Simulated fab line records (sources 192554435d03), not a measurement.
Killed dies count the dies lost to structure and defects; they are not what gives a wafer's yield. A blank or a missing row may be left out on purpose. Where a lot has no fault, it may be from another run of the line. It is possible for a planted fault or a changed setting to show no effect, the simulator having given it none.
Matching of chambers -- flow n5 finfet -- 4 sister chambers for N5_MOL_CONTACT_COAG_ALD_123 on ald sin-02
The step deposits SiNx, target thk 5 nm, pulse time 1 s, purge time 2 s. 8 wafers are shown with their chamber, then 7 later ones without.

## WAFERS WITH THEIR CHAMBER
wafer,chamber,heater power w (W),precursor pulse height rel
L078.1,0,771,1.025
L077.1,1,939,0.997
L077.6,1,958,1.006
L081.1,3,926,0.978
L081.2,2,952,1.023
L081.5,3,926,0.942
L086.1,0,770,0.981
L086.3,2,976,0.994

## WAFERS WITHOUT THEIR CHAMBER
wafer,heater power w (W),precursor pulse height rel
L086.5,792,1.012
L093.1,935,0.985
L093.3,963,1.020
L093.5,751,0.989
L097.1,953,0.974
L097.3,775,1.023
L097.6,765,1.014

## CHAMBER TAKEN BY EACH
wafer,from the rows above,in truth
L086.5,0,0
L093.1,can't be placed: 3 or 1 or 2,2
L093.3,can't be placed: 2 or 1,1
L093.5,0,0
L097.1,can't be placed: 1 or 2 or 3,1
L097.3,0,0
L097.6,0,0
4 of 7 placed correctly. Not placeable from these rows: 3 (in 3, the candidates include the true chamber). Number placed wrongly: 0.
How it was worked out, from the rows above alone: a wafer's distance from a chamber is the root of the sum, over the readings, of the square of ((its reading less the chamber's mean) divided by the reading's scatter). The wafer belongs to the nearest chamber; if the next one is less than 2 further off, it can't be placed. The mean given for a chamber averages the wafers shown for that chamber. The scatter is the square root of a quotient: the sum, over the shown wafers, of each reading's squared deviation from its chamber's mean, divided by wafers minus chambers.
